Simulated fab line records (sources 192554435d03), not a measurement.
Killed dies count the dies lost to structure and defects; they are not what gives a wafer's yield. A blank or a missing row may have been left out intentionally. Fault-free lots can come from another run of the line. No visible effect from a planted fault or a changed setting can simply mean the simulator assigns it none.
Matching of chambers    flow n5 finfet    pecvd-04 running N5_GATE_CUT_HM_DEP_46: 3 sister chambers
The step deposits SiO2 from TEOS/O2, target thk 130 nm, time 26.6 s. 3 wafers are shown with their chamber, then 8 later ones without.

== WAFERS WITH THEIR CHAMBER ==
wafer   chamber  throttle valve pct (%)
L086.6  2        18.1
L090.4  1        19.6
L094.2  0        20.7

== WAFERS WITHOUT THEIR CHAMBER ==
wafer   throttle valve pct (%)
L094.3  18.1
L094.6  21.0
L097.1  18.2
L097.2  19.6
L097.3  20.7
L097.4  21.2
L097.5  19.6
L097.6  18.2

== EACH ONE'S CHAMBER ==
wafer   from the rows above  in truth
L094.3  2                    2
L094.6  0                    0
L097.1  2                    2
L097.2  1                    1
L097.3  0                    0
L097.4  0                    0
L097.5  1                    1
L097.6  2                    2
Correct placement for 8 of the 8. Not placeable from these rows: 0. Placed wrongly: 0.
How it was worked out, from the rows above alone: a wafer's distance from a chamber is the root of the sum, over the readings, of the square of ((its reading less the chamber's mean) divided by the reading's scatter). The wafer belongs to the nearest chamber; if the next one is less than 2 further off, it can't be placed. A chamber's mean is the mean of its shown wafers. The scatter: root of mean squared gap, hidden wafer to nearest shown wafer, with one shown wafer a chamber.
